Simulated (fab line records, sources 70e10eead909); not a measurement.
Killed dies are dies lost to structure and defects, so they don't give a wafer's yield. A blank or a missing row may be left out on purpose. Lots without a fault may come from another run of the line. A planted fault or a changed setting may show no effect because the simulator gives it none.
fab line records | flow nand_harc
record lots=24 wafers=72 last_day=33
route steps=1302 shown A_CONTACT@1042
lots that met no fault: from a run of the same line without faults
start_h: hours from the record's first day to the start of the lot's first wafer shown | wait_h: hours since the lot's step before | " the same as in the row above | L1.1+2: a row that stands for several wafers | - no value, or no start given | * or withheld: withheld | < > ~ a bound
route shown NAME@n: a module of which the file shows steps, and the number in the route of the first | usual: mean/standard deviation of fault-free wafers | same: alike in all rows | chamber/n: place in a boat | sites: the reading at each site | _std_site: their standard deviation | _edge_site: outer sites' mean less inner sites' | radius_mm: how far each site lies from the wafer's centre | mask NAME#n: copy n | behind: the tool/chamber that last shaped the wafer | hold: why the lot was held/for how many hours/how that ended | device: the transistor (n, p or np) that didn't switch | end of line: the same wafers' tests at the end of the route | a step without rows: its recipe alone | killed: dies lost to structure and defects at the first sort, not the wafer's yield | map: a wafer's dies, x killed, . not, _ none there
set.NAME: the setting as run; set.NAME@STEP: as run at that earlier step | model.NAME: the simulator's own value behind a step, which no gauge read
steps of the route over a sample of lots; a table a step, a row a wafer
services: from which hour (start_h, from the record's first day; less than 0 if before it) a tool's chamber was out of use, for how many hours, and why
## steps
# step NHARC_A_CONTACT_DESCUM_74
# recipe time_s=3 o2_flow_sccm=200 ar_flow_sccm=0 bias_power_w=0 chemistry=O2
# usual drypump_motor_current_A=5.9/0.63 oes_product_au=0.998/0.0089 rf_vpp_V=57.9/0.92 showerhead_plenum_p_Torr=1.92/0.082 throttle_valve_pct=11.311/0.0092
# columns lot.wafer tool chamber start_h wait_h drypump_motor_current_A oes_product_au rf_hours_counter_h rf_vpp_V showerhead_plenum_p_Torr throttle_valve_pct
L074.3 rie_diel-04 0 508.54 0.1 4.9 0.989 22 58.7 1.84 11.327
L074.2 " 2 " " 6.4 1.004 20 57.0 1.90 11.327
L074.6 " 0 " " 4.9 0.991 - 57.3 1.84 11.312
L075.3 rie_diel-04 3 513.52 0.1 6.4 1.002 24 57.0 1.87 11.312
L075.1 " 0 " " 4.8 0.982 24 58.7 1.84 11.319
L075.6 " 0 " " 4.8 0.976 - 57.0 1.84 11.318
L077.1 rie_diel-04 0 529.41 0.1 4.9 0.991 27 56.8 1.84 11.310
L077.3 " 1 " " 6.5 1.001 22 57.9 2.07 11.308
L077.5 " 3 " " 6.5 1.004 - 58.9 1.87 11.293
L076.3 rie_diel-05 2 529.66 0.1 5.4 1.002 27 58.4 1.90 11.317
L076.5 " 2 " " 5.3 0.998 - 58.5 1.90 11.290
L076.6 " 3 " " 5.7 1.001 - 57.0 1.96 11.315
L078.2 rie_diel-04 3 544.61 0.1 6.5 1.001 0 57.3 1.87 11.293
L078.1 " 2 " " 6.4 0.994 0 57.0 1.90 11.314
L078.5 " 3 " " 6.5 1.004 - 57.5 1.87 11.316
L080.1 rie_diel-03 0 561.50 0.1 6.5 1.008 29 59.0 1.97 11.317
L080.3 " 2 " " 4.9 1.008 34 57.9 1.90 11.319
L080.5 " 0 " " 6.5 1.014 - 57.8 1.97 11.311
L081.2 rie_diel-05 1 567.87 0.1 6.1 0.994 50 58.0 1.78 11.309
L081.1 " 0 " " 5.7 1.008 43 56.6 1.88 11.309
L081.6 " 2 " " 5.4 1.005 - 56.6 1.89 11.307
L079.4 rie_diel-05 0 570.23 0.1 5.7 1.013 44 58.0 1.88 11.312
L079.1 " 1 " " 6.1 0.994 51 56.2 1.78 11.324
L079.3 " 2 " " 5.4 1.002 44 59.2 1.89 11.319
L082.4 rie_diel-03 3 581.54 0.1 5.9 1.011 39 59.2 2.06 11.293
L082.1 " 0 " " 6.5 1.003 38 59.9 1.96 11.298
L082.5 " 2 " " 4.9 1.010 - 58.1 1.90 11.303
L083.4 rie_diel-04 3 600.33 0.1 6.4 1.000 8 56.9 1.87 11.309
L083.5 " 3 " " 6.4 0.991 - 57.8 1.87 11.301
L083.6 " 0 " " 4.8 0.992 - 56.0 1.83 11.313
L084.4 rie_diel-04 1 612.79 0.1 6.5 0.990 12 58.1 2.06 11.313
L084.2 " 3 " " 6.5 1.006 9 57.4 1.87 11.310
L084.5 " 2 " " 6.4 1.008 - 58.5 1.89 11.301
L086.4 rie_diel-04 1 618.06 0.1 6.4 0.983 13 58.7 2.06 11.312
L086.3 " 2 " " 6.5 1.007 12 57.4 1.89 11.308
L086.2 " 0 " " 4.8 0.992 12 58.9 1.83 11.313
L085.2 rie_diel-04 0 621.16 0.1 4.8 1.004 13 58.5 1.83 11.304
L085.1 " 3 " " 6.4 1.000 11 58.8 1.87 11.307
L085.6 " 0 " " 4.8 0.993 - 58.6 1.83 11.301
L088.1 rie_diel-04 3 642.73 0.1 6.5 1.003 14 58.7 1.87 11.305
L088.3 " 0 " " 4.8 1.000 16 58.9 1.83 11.314
L088.5 " 0 " " 4.8 1.005 - 57.7 1.83 11.326
L087.1 rie_diel-03 1 647.21 0.1 5.7 1.000 0 59.3 1.92 11.304
L087.6 " 0 " " 6.5 0.983 - 59.0 1.96 11.304
L087.5 " 1 " " 5.7 0.997 - 58.4 1.92 11.307
L089.3 rie_diel-03 3 654.58 0.1 5.9 1.003 2 59.1 2.06 11.301
L089.5 " 0 " " 6.5 0.984 - 57.3 1.96 11.309
L089.6 " 1 " " 5.7 1.005 - 55.7 1.92 11.317
L090.2 rie_diel-04 0 657.91 0.1 4.8 1.004 20 58.1 1.83 11.310
L090.1 " 3 " " 6.4 1.001 18 58.2 1.86 11.298
L090.6 " 1 " " 6.4 0.995 - 56.6 2.06 11.312
L091.2 rie_diel-04 3 665.48 0.1 6.5 0.998 20 57.1 1.86 11.312
L091.4 " 2 " " 6.4 0.995 - 57.8 1.89 11.339
L091.5 " 3 " " 6.5 0.992 - 57.9 1.86 11.310
L092.2 rie_diel-04 1 698.23 0.1 6.5 0.985 26 58.3 2.06 11.296
L092.5 " 1 " " 6.5 0.996 - 57.8 2.06 11.318
L092.6 " 2 " " 6.5 0.995 - 57.3 1.89 11.311
L093.1 rie_diel-04 1 704.47 0.1 6.4 0.994 27 58.5 2.06 11.310
L093.6 " 1 " " 6.5 0.991 - 57.4 2.06 11.318
L093.5 " 2 " " 6.4 0.994 - 57.5 1.89 11.315
L095.3 rie_diel-03 2 711.45 0.1 4.9 0.995 25 56.8 1.88 11.329
L095.2 " 3 " " 5.9 0.993 21 58.7 2.05 11.311
L095.1 " 1 " " 5.7 1.007 28 57.0 1.91 11.307
L094.3 rie_diel-03 2 711.89 0.1 4.9 1.014 25 57.5 1.88 11.306
L094.1 " 3 " " 5.9 0.999 21 59.3 2.05 11.305
L094.6 " 2 " " 4.9 1.008 - 58.0 1.88 11.338
L096.2 rie_diel-04 1 731.12 0.1 6.5 1.000 3 58.3 2.06 11.309
L096.1 " 3 " " 6.5 0.984 3 57.5 1.86 11.322
L096.6 " 1 " " 6.4 1.002 - 56.7 2.06 11.305
L097.3 rie_diel-05 0 731.79 0.1 5.7 0.999 48 56.3 1.86 11.328
L097.1 " 1 " " 6.2 0.983 50 57.2 1.76 11.302
L097.2 " 3 " " 5.7 0.975 43 56.1 1.94 11.309
# step NHARC_A_CONTACT_ETCH_76
# recipe target_depth_a=2600 over_etch_frac=0.3 time_s=475.3 ion_energy_ev=200 n2_flow_sccm=150 h2_flow_sccm=150 ar_flow_sccm=0 rf_w=400 bias_w=150 chemistry=N2/H2
# usual drypump_motor_current_A=5.9/0.64 n2_flow_sccm=150.0/0.44 oes_product_au=0.998/0.0099 rf_vpp_V=430.7/2.7 showerhead_plenum_p_Torr=2.05/0.094 throttle_valve_pct=14.172/0.0096
# columns lot.wafer tool chamber start_h wait_h drypump_motor_current_A n2_flow_sccm oes_product_au rf_hours_counter_h rf_vpp_V showerhead_plenum_p_Torr throttle_valve_pct
L074.3 rie_diel-04 0 - - 4.8 149.8 0.982 23 428.0 1.96 14.168
L074.2 " 3 " " 6.5 150.2 0.998 23 430.2 1.99 14.173
L074.6 " 3 " " 6.5 150.3 1.005 - 429.0 1.99 14.167
L075.3 rie_diel-04 2 - - 6.4 149.7 0.995 22 431.0 2.02 14.164
L075.1 " 3 " " 6.5 150.1 1.001 25 428.1 1.99 14.167
L075.6 " 1 " " 6.5 150.5 0.998 - 434.9 2.21 14.169
L077.3 rie_diel-04 2 - - 6.4 149.9 0.985 24 429.7 2.02 14.152
L077.1 " 0 " " 4.8 149.2 0.984 28 428.3 1.95 14.177
L077.5 " 2 " " 6.4 149.5 0.997 - 431.0 2.02 14.176
L076.3 rie_diel-05 3 - - 5.7 149.7 0.986 32 430.8 2.09 14.171
L076.5 " 1 " " 6.1 149.7 0.980 - 426.3 1.89 14.179
L076.6 " 2 " " 5.4 149.9 0.996 - 430.9 2.02 14.178
L078.2 rie_diel-04 2 - - 6.4 150.8 0.994 0 428.5 2.02 14.178
L078.1 " 3 " " 6.5 149.5 1.004 0 428.8 1.99 14.168
L078.5 " 1 " " 6.5 150.3 0.982 - 434.7 2.21 14.162
L080.1 rie_diel-03 2 - - 4.9 150.0 1.022 34 428.9 2.03 14.176
L080.3 " 0 " " 6.5 150.9 1.004 29 431.3 2.10 14.174
L080.5 " 2 " " 4.9 150.1 1.020 - 431.2 2.03 14.181
L081.2 rie_diel-05 0 - - 5.7 149.8 1.021 43 429.1 2.00 14.190
L081.1 " 1 " " 6.2 149.6 0.997 50 426.6 1.89 14.170
L081.6 " 3 " " 5.7 149.3 0.996 - 431.0 2.09 14.163
L079.3 rie_diel-05 3 - - 5.7 149.1 0.994 48 432.8 2.09 14.175
L079.1 " 0 " " 5.7 149.6 1.009 44 430.8 2.00 14.187
L079.4 " 2 " " 5.4 150.2 1.010 44 431.3 2.02 14.186
L082.1 rie_diel-03 3 - - 5.9 149.7 1.011 39 434.9 2.20 14.166
L082.4 " 2 " " 4.9 149.6 1.005 42 430.5 2.02 14.163
L082.5 " 3 " " 5.9 150.3 0.997 - 434.7 2.20 14.170
L083.4 rie_diel-04 1 - - 6.5 150.6 0.990 11 433.6 2.21 14.158
L083.6 " 0 " " 4.8 149.7 1.008 - 427.3 1.95 14.169
L083.5 " 1 " " 6.5 150.5 0.989 - 435.5 2.21 14.154
L084.2 rie_diel-04 2 - - 6.4 150.2 0.997 11 430.0 2.02 14.180
L084.4 " 3 " " 6.4 149.8 0.994 9 427.9 1.99 14.172
L084.5 " 2 " " 6.4 150.2 1.003 - 430.1 2.02 14.176
L086.3 rie_diel-04 3 - - 6.5 150.4 1.007 10 427.6 1.99 14.175
L086.2 " 1 " " 6.5 150.7 0.981 13 433.6 2.20 14.178
L086.4 " 2 " " 6.4 150.2 1.002 12 430.8 2.02 14.202
L085.2 rie_diel-04 1 - - 6.4 150.3 0.986 14 434.1 2.20 14.182
L085.1 " 3 " " 6.5 150.5 1.000 11 428.4 1.99 14.177
L085.6 " 0 " " 4.8 150.2 0.989 - 426.6 1.95 14.175
L088.3 rie_diel-04 3 - - 6.5 150.0 1.000 14 429.9 1.99 14.182
L088.1 " 0 " " 4.8 149.1 0.996 16 427.1 1.95 14.170
L088.5 " 0 " " 4.8 149.6 0.994 - 427.8 1.95 14.169
L087.1 rie_diel-03 0 - - 6.5 149.8 0.999 0 431.6 2.09 14.163
L087.5 " 1 " " 5.7 149.2 1.003 - 430.5 2.05 14.175
L087.6 " 2 " " 5.0 150.1 1.004 - 431.0 2.02 14.168
L089.3 rie_diel-03 3 - - 5.9 149.9 0.993 2 434.0 2.20 14.180
L089.5 " 2 " " 5.0 150.1 0.989 - 430.1 2.02 14.185
L089.6 " 3 " " 5.9 150.2 0.989 - 435.6 2.20 14.186
L090.1 rie_diel-04 1 - - 6.4 149.9 0.996 20 434.4 2.20 14.182
L090.2 " 3 " " 6.5 149.9 1.006 18 429.8 1.99 14.177
L090.6 " 1 " " 6.4 149.9 0.987 - 435.1 2.20 14.179
L091.2 rie_diel-04 1 - - 6.5 149.4 0.993 22 434.2 2.20 14.185
L091.5 " 1 " " 6.5 149.5 0.996 - 434.2 2.20 14.170
L091.4 " 2 " " 6.4 150.7 0.998 - 430.3 2.01 14.172
L092.2 rie_diel-04 1 - - 6.5 149.5 0.987 26 435.1 2.20 14.167
L092.5 " 3 " " 6.4 149.5 0.995 - 428.9 1.98 14.176
L092.6 " 0 " " 4.8 149.5 0.995 - 428.7 1.95 14.175
L093.1 rie_diel-04 1 - - 6.5 149.6 0.990 27 435.3 2.20 14.169
L093.5 " 0 " " 4.8 150.7 0.983 - 428.5 1.95 14.171
L093.6 " 1 " " 6.5 149.3 0.995 - 434.2 2.20 14.166
L095.2 rie_diel-03 0 - - 6.5 149.5 0.991 24 432.3 2.08 14.186
L095.3 " 1 " " 5.7 150.5 1.008 28 430.4 2.04 14.175
L095.1 " 2 " " 4.9 150.3 1.010 25 428.0 2.01 14.166
L094.3 rie_diel-03 0 - - 6.5 150.2 0.988 24 432.1 2.08 14.184
L094.1 " 2 " " 4.9 150.5 0.999 25 429.7 2.01 14.164
L094.6 " 0 " " 6.5 150.1 0.985 - 433.1 2.08 14.166
L096.2 rie_diel-04 0 - - 4.8 150.3 1.009 2 428.5 1.94 14.160
L096.1 " 2 " " 6.4 150.3 1.014 3 430.6 2.01 14.174
L096.6 " 0 " " 4.8 150.0 1.010 - 427.0 1.94 14.169
L097.1 rie_diel-05 2 - - 5.4 150.2 0.990 49 429.6 2.00 14.187
L097.3 " 3 " " 5.7 149.9 1.001 43 430.3 2.07 14.174
L097.2 " 0 " " 5.7 149.9 0.997 48 430.1 1.98 14.171
# step NHARC_A_CONTACT_ETCH_126
# recipe source_w=withheld pressure_mtorr=20 bias_v=3000 time_s=197 target_depth_a=19180 ar_flow_sccm=withheld c4f8_flow_sccm=withheld o2_flow_sccm=withheld chemistry=C4F8/O2/Ar
# columns lot.wafer tool chamber start_h wait_h rf_hours_counter_h
L074.2 har_cap_etch-02 1 510.76 0.1 86
L074.3 " 0 " " -
L074.6 " 1 " " -
L075.1 har_cap_etch-01 0 515.45 0.1 0
L075.3 " 1 " " -
L075.6 " 1 " " -
L077.1 har_cap_etch-03 1 531.35 0.1 44
L077.3 " 1 " " -
L077.5 " 0 " " -
L076.3 har_cap_etch-01 0 531.67 0.1 -
L076.5 " 1 " " -
L076.6 " 0 " " -
L078.1 har_cap_etch-02 1 546.53 0.1 96
L078.2 " 0 " " 96
L078.5 " 1 " " -
L080.1 har_cap_etch-01 0 563.45 0.1 10
L080.3 " 0 " " -
L080.5 " 1 " " -
L081.1 har_cap_etch-02 0 569.81 0.2 99
L081.2 " 1 " " 99
L081.6 " 0 " " -
L079.1 har_cap_etch-01 0 572.16 0.1 12
L079.3 " 1 " " -
L079.4 " 0 " " -
L082.1 har_cap_etch-02 0 583.48 0.1 103
L082.4 " 0 " " -
L082.5 " 1 " " -
L083.4 har_cap_etch-02 0 602.34 0.1 -
L083.6 " 1 " " -
L083.5 " 0 " " -
L084.2 har_cap_etch-03 0 614.74 0.1 59
L084.4 " 0 " " -
L084.5 " 1 " " -
L086.2 har_cap_etch-02 1 619.97 0.1 109
L086.4 " 1 " " -
L086.3 " 0 " " -
L085.2 har_cap_etch-01 0 623.09 0.1 20
L085.1 " 1 " " 20
L085.6 " 1 " " -
L088.1 har_cap_etch-01 1 644.97 0.1 23
L088.3 " 1 " " -
L088.5 " 0 " " -
L087.1 har_cap_etch-01 0 649.13 0.1 24
L087.6 " 0 " " -
L087.5 " 1 " " -
L089.3 har_cap_etch-01 1 656.53 0.1 -
L089.5 " 1 " " -
L089.6 " 0 " " -
L090.2 har_cap_etch-03 0 659.83 0.1 68
L090.1 " 1 " " 68
L090.6 " 0 " " -
L091.2 har_cap_etch-03 1 667.68 0.1 70
L091.4 " 0 " " -
L091.5 " 1 " " -
L092.2 har_cap_etch-02 1 700.15 0.1 121
L092.5 " 1 " " -
L092.6 " 0 " " -
L093.1 har_cap_etch-02 1 706.54 0.2 123
L093.5 " 0 " " -
L093.6 " 1 " " -
L095.1 har_cap_etch-01 1 713.58 0.1 35
L095.2 " 0 " " 35
L095.3 " 1 " " -
L094.1 har_cap_etch-02 1 714.29 0.1 125
L094.3 " 1 " " -
L094.6 " 0 " " -
L096.1 har_cap_etch-02 0 733.03 0.1 129
L096.2 " 1 " " 129
L096.6 " 1 " " -
L097.1 har_cap_etch-01 0 733.78 0.1 41
L097.2 " 1 " " 41
L097.3 " 0 " " -
# step NHARC_A_CONTACT_ETCH_130
# recipe source_w=withheld pressure_mtorr=20 bias_v=3000 time_s=197 target_depth_a=19180 ar_flow_sccm=withheld c4f8_flow_sccm=withheld o2_flow_sccm=withheld chemistry=C4F8/O2/Ar
# columns lot.wafer tool chamber start_h wait_h rf_hours_counter_h
L074.2 har_cap_etch-02 1 511.46 0.1 87
L074.3 " 0 " " -
L074.6 " 1 " " -
L075.1 har_cap_etch-01 0 516.16 0.1 1
L075.3 " 1 " " -
L075.6 " 1 " " -
L077.1 har_cap_etch-03 1 532.06 0.1 45
L077.3 " 1 " " -
L077.5 " 0 " " -
L076.3 har_cap_etch-01 0 532.38 0.1 -
L076.5 " 1 " " -
L076.6 " 0 " " -
L078.1 har_cap_etch-02 1 547.23 0.1 96
L078.2 " 0 " " 96
L078.5 " 1 " " -
L080.1 har_cap_etch-01 0 564.16 0.1 10
L080.3 " 0 " " -
L080.5 " 1 " " -
L081.1 har_cap_etch-02 0 570.52 0.1 99
L081.2 " 1 " " 99
L081.6 " 0 " " -
L079.1 har_cap_etch-01 0 572.87 0.1 12
L079.3 " 1 " " -
L079.4 " 0 " " -
L082.1 har_cap_etch-02 0 584.19 0.1 103
L082.4 " 0 " " -
L082.5 " 1 " " -
L083.4 har_cap_etch-02 0 603.05 0.1 -
L083.6 " 1 " " -
L083.5 " 0 " " -
L084.2 har_cap_etch-03 0 615.45 0.1 59
L084.4 " 0 " " -
L084.5 " 1 " " -
L086.2 har_cap_etch-02 1 620.67 0.1 109
L086.4 " 1 " " -
L086.3 " 0 " " -
L085.2 har_cap_etch-01 0 623.79 0.1 20
L085.1 " 1 " " 20
L085.6 " 1 " " -
L088.1 har_cap_etch-01 1 645.68 0.1 23
L088.3 " 1 " " -
L088.5 " 0 " " -
L087.1 har_cap_etch-01 0 649.83 0.1 25
L087.6 " 0 " " -
L087.5 " 1 " " -
L089.3 har_cap_etch-01 1 657.24 0.1 -
L089.5 " 1 " " -
L089.6 " 0 " " -
L090.2 har_cap_etch-03 0 660.54 0.1 69
L090.1 " 1 " " 69
L090.6 " 0 " " -
L091.2 har_cap_etch-03 1 668.38 0.1 70
L091.4 " 0 " " -
L091.5 " 1 " " -
L092.2 har_cap_etch-02 1 700.86 0.1 122
L092.5 " 1 " " -
L092.6 " 0 " " -
L093.1 har_cap_etch-02 1 707.25 0.1 124
L093.5 " 0 " " -
L093.6 " 1 " " -
L095.1 har_cap_etch-01 1 714.29 0.1 36
L095.2 " 0 " " 36
L095.3 " 1 " " -
L094.1 har_cap_etch-02 1 715.00 0.1 125
L094.3 " 1 " " -
L094.6 " 0 " " -
L096.1 har_cap_etch-02 0 733.75 0.1 129
L096.2 " 1 " " 129
L096.6 " 1 " " -
L097.1 har_cap_etch-01 0 734.49 0.1 41
L097.2 " 1 " " 41
L097.3 " 0 " " -
# step NHARC_A_CONTACT_ETCH_106
# recipe target_depth_a=900 overetch_a=90 time_s=49.5 ion_energy_ev=100 cf4_flow_sccm=80 o2_flow_sccm=20 ar_flow_sccm=0 rf_w=300 bias_w=100 chemistry=CF4/O2
# usual drypump_motor_current_A=5.8/0.57 oes_product_au=0.997/0.0098 rf_vpp_V=197.7/1.4 showerhead_plenum_p_Torr=1.34/0.055 throttle_valve_pct=13.396/0.009
# columns lot.wafer tool chamber start_h wait_h drypump_motor_current_A oes_product_au rf_hours_counter_h rf_vpp_V showerhead_plenum_p_Torr throttle_valve_pct
L074.2 rie_diel-03 3 513.35 0.1 5.9 0.999 13 199.9 1.44 13.380
L074.3 " 0 " " 6.6 0.995 13 197.2 1.37 13.395
L074.6 " 2 " " 4.9 0.997 - 197.3 1.33 13.386
L075.1 rie_diel-04 1 517.97 0.1 6.5 1.012 21 200.1 1.44 13.392
L075.3 " 3 " " 6.4 1.007 26 197.2 1.31 13.394
L075.6 " 0 " " 4.8 0.989 - 195.3 1.28 13.389
L077.3 rie_diel-05 1 534.25 0.2 6.1 0.973 41 196.4 1.24 13.387
L077.1 " 0 " " 5.7 1.015 35 197.3 1.31 13.408
L077.5 " 2 " " 5.3 0.995 - 198.0 1.32 13.395
L076.3 rie_diel-05 3 534.76 0.1 5.7 0.986 34 197.6 1.37 13.405
L076.5 " 1 " " 6.1 0.984 - 195.0 1.24 13.388
L076.6 " 2 " " 5.3 0.994 - 196.9 1.32 13.381
L078.2 rie_diel-03 1 549.06 0.1 5.7 0.993 23 197.6 1.35 13.418
L078.1 " 0 " " 6.6 1.004 27 198.6 1.37 13.389
L078.5 " 1 " " 5.7 0.986 - 197.6 1.35 13.374
L080.1 rie_diel-05 0 565.98 0.1 5.7 1.010 42 195.4 1.31 13.397
L080.3 " 2 " " 5.4 0.990 43 196.9 1.32 13.398
L080.5 " 3 " " 5.7 0.990 - 197.1 1.37 13.411
L081.2 rie_diel-03 2 572.34 0.1 4.9 1.006 38 198.0 1.33 13.409
L081.1 " 1 " " 5.7 0.990 28 199.4 1.35 13.402
L081.6 " 2 " " 4.9 1.013 - 196.7 1.33 13.399
L079.3 rie_diel-04 1 574.66 0.1 6.5 0.986 7 200.2 1.44 13.399
L079.1 " 2 " " 6.4 1.006 7 197.2 1.32 13.402
L079.4 " 3 " " 6.4 0.995 5 196.6 1.30 13.404
L082.1 rie_diel-04 1 585.99 0.0 6.5 0.981 8 200.4 1.44 13.390
L082.4 " 0 " " 4.8 0.993 8 197.8 1.28 13.390
L082.5 " 1 " " 6.4 0.978 - 201.2 1.44 13.402
L083.4 rie_diel-03 3 605.02 0.1 5.9 1.000 46 200.2 1.44 13.412
L083.6 " 2 " " 4.9 0.997 - 197.3 1.32 13.413
L083.5 " 3 " " 5.9 1.007 - 200.5 1.43 13.394
L084.2 rie_diel-05 3 617.26 0.1 5.7 0.994 6 197.6 1.36 13.407
L084.4 " 0 " " 5.7 1.006 7 198.4 1.31 13.395
L084.5 " 1 " " 6.1 0.989 - 194.5 1.24 13.385
L086.3 rie_diel-03 1 622.54 0.1 5.7 0.996 42 196.6 1.34 13.377
L086.2 " 3 " " 5.9 0.992 51 200.9 1.43 13.396
L086.4 " 0 " " 6.5 1.012 48 199.1 1.37 13.385
L085.2 rie_diel-04 0 625.62 0.1 4.8 0.989 15 196.8 1.28 13.389
L085.1 " 1 " " 6.4 0.976 15 200.8 1.44 13.410
L085.6 " 3 " " 6.4 1.005 - 195.9 1.30 13.394
L088.1 rie_diel-04 3 647.48 0.1 6.5 1.007 16 196.7 1.30 13.384
L088.3 " 1 " " 6.4 0.981 18 199.9 1.44 13.394
L088.5 " 2 " " 6.4 1.001 - 196.4 1.32 13.389
L087.1 rie_diel-04 0 651.67 0.0 4.8 1.003 19 196.3 1.28 13.389
L087.5 " 0 " " 4.8 0.999 - 195.3 1.28 13.402
L087.6 " 1 " " 6.5 0.986 - 199.1 1.44 13.399
L089.3 rie_diel-05 2 659.02 0.1 5.4 1.001 23 198.3 1.31 13.415
L089.6 " 3 " " 5.7 0.991 - 199.3 1.36 13.393
L089.5 " 0 " " 5.7 0.988 - 197.0 1.31 13.398
L090.1 rie_diel-04 2 662.36 0.1 6.4 1.002 22 196.1 1.32 13.404
L090.2 " 3 " " 6.5 1.004 19 196.5 1.30 13.406
L090.6 " 2 " " 6.4 0.997 - 197.9 1.32 13.402
L091.4 rie_diel-04 3 670.21 0.0 6.5 0.993 22 196.7 1.30 13.396
L091.2 " 0 " " 4.8 0.992 21 196.2 1.28 13.401
L091.5 " 3 " " 6.4 0.988 - 197.8 1.30 13.398
L092.2 rie_diel-04 0 702.80 0.1 4.8 0.981 25 197.9 1.28 13.386
L092.5 " 2 " " 6.4 0.999 - 197.5 1.32 13.417
L092.6 " 3 " " 6.4 1.002 - 196.8 1.30 13.397
L093.1 rie_diel-05 3 709.53 0.1 5.7 1.002 36 199.0 1.36 13.401
L093.6 " 0 " " 5.7 1.001 - 196.0 1.30 13.384
L093.5 " 2 " " 5.4 1.001 - 195.8 1.31 13.398
L095.3 rie_diel-03 2 716.12 0.1 4.9 1.016 27 196.9 1.32 13.394
L095.2 " 3 " " 5.9 0.997 23 200.3 1.43 13.391
L095.1 " 0 " " 6.5 0.992 26 197.8 1.36 13.382
L094.3 rie_diel-03 1 716.80 0.1 5.7 1.004 30 198.0 1.33 13.390
L094.1 " 3 " " 5.9 0.996 23 200.5 1.43 13.380
L094.6 " 0 " " 6.5 0.990 - 199.1 1.36 13.391
L096.2 rie_diel-05 1 735.58 0.1 6.2 0.979 51 195.6 1.23 13.397
L096.1 " 2 " " 5.4 0.995 51 198.3 1.31 13.411
L096.6 " 3 " " 5.7 0.991 - 198.1 1.35 13.399
L097.3 rie_diel-05 3 736.31 0.1 5.7 0.992 44 197.9 1.35 13.405
L097.1 " 0 " " 5.7 1.001 49 197.3 1.30 13.383
L097.2 " 2 " " 5.4 0.983 51 196.8 1.31 13.398
# step NHARC_A_CONTACT_OVL_MEAS_09
# usual overlay_x_nm=-0.1/0.76 overlay_y_nm=0.3/0.86
# columns lot.wafer tool chamber start_h wait_h overlay_x_nm overlay_y_nm
L074.2 overlay-01 - 520.00 - 0.2 -1.7
L074.3 " - " " -0.4 -1.4
L074.6 " - " " 0.0 -1.3
L075.1 overlay-02 - 521.16 - -0.6 -0.3
L075.3 " - " " -0.4 -0.3
L075.6 " - " " 0.0 -0.3
L077.1 overlay-02 - 537.53 - -0.4 1.4
L077.3 " - " " -0.5 1.5
L077.5 " - " " -0.9 1.4
L076.3 overlay-02 - 538.75 - 0.8 -0.6
L076.5 " - " " 0.4 -0.5
L076.6 " - " " -0.2 -0.8
L078.1 overlay-01 - 555.80 - 0.0 -1.4
L078.2 " - " " 0.2 -0.7
L078.5 " - " " -0.3 -0.8
L080.1 overlay-01 - 569.58 - -0.4 -0.2
L080.3 " - " " -0.1 0.6
L080.5 " - " " 0.0 0.3
L081.1 overlay-02 - 575.46 - 0.3 0.6
L081.2 " - " " -0.1 0.9
L081.6 " - " " 0.2 0.4
L079.1 overlay-01 - 577.96 - 0.2 0.8
L079.3 " - " " 1.1 0.6
L079.4 " - " " 0.4 0.7
L082.1 overlay-01 - 589.07 - 0.8 -0.7
L082.4 " - " " 0.5 -0.7
L082.5 " - " " 0.4 -0.8
L083.4 overlay-01 - 609.58 - -1.1 1.4
L083.5 " - " " -0.5 0.9
L083.6 " - " " -0.8 0.9
L084.2 overlay-01 - 623.94 - -1.2 -0.4
L084.4 " - " " -1.2 -0.1
L084.5 " - " " -1.0 -0.1
L086.2 overlay-01 - 625.81 - 0.1 0.6
L086.3 " - " " -0.4 0.8
L086.4 " - " " -0.8 0.7
L085.1 overlay-01 - 628.82 - -0.2 2.8
L085.2 " - " " -0.8 2.0
L085.6 " - " " -0.1 2.1
L088.1 overlay-01 - 651.36 - 1.0 0.2
L088.3 " - " " 0.4 -0.2
L088.5 " - " " 1.0 0.6
L087.1 overlay-02 - 659.98 - 0.2 0.9
L087.5 " - " " -0.2 1.2
L087.6 " - " " 0.4 1.1
L089.3 overlay-01 - 663.27 - 0.0 -0.9
L089.5 " - " " 0.1 -0.5
L089.6 " - " " 0.2 -0.9
L090.1 overlay-01 - 667.03 - -1.0 -0.8
L090.2 " - " " -1.0 -0.9
L090.6 " - " " -0.3 -0.8
L091.2 overlay-01 - 673.43 - 0.7 0.9
L091.4 " - " " 0.9 0.4
L091.5 " - " " 0.3 1.0
L092.2 overlay-01 - 705.95 - -1.5 0.5
L092.5 " - " " -1.4 0.7
L092.6 " - " " -1.2 0.1
L093.1 overlay-01 - 714.02 - 0.8 0.6
L093.5 " - " " 0.9 0.4
L093.6 " - " " 0.9 0.7
L095.1 overlay-02 - 719.20 - 1.0 1.2
L095.2 " - " " 1.3 0.6
L095.3 " - " " 0.5 0.7
L094.1 overlay-01 - 721.04 - 0.4 1.5
L094.3 " - " " -0.2 1.6
L094.6 " - " " 0.5 1.4
L096.1 overlay-01 - 743.39 - -2.2 0.8
L096.2 " - " " -1.7 -0.1
L096.6 " - " " -1.9 0.3
L097.1 overlay-02 - 744.48 - 0.1 -0.1
L097.2 " - " " 0.1 0.7
L097.3 " - " " 0.1 0.2
## services
# columns tool chamber start_h hours kind
rie_diel-04 0 486.44 - clean
rie_diel-04 1 486.44 - clean
rie_diel-04 2 486.44 - clean
rie_diel-04 3 486.44 - clean
har_cap_etch-02 - 495.24 1.5 repair
har_cap_etch-01 - 497.00 17.0 pm
rie_diel-04 1 502.51 8.2 repair
rie_diel-03 1 502.74 20.3 repair
rie_diel-04 0 510.94 - clean
rie_diel-04 1 510.94 - clean
rie_diel-04 2 510.94 - clean
rie_diel-04 3 510.94 - clean
rie_diel-04 - 531.90 9.0 pm
rie_diel-04 3 553.18 5.9 repair
rie_diel-04 - 581.88 0.7 repair
rie_diel-05 - 584.74 9.0 pm
rie_diel-03 0 606.54 6.3 repair
rie_diel-04 1 637.44 7.2 repair
rie_diel-03 - 638.00 9.0 pm
rie_diel-05 - 650.31 0.5 repair
rie_diel-04 0 663.33 5.6 repair
rie_diel-04 0 674.89 6.6 repair
rie_diel-05 1 698.23 15.0 repair
rie_diel-03 2 723.05 8.7 repair
## key
fault none
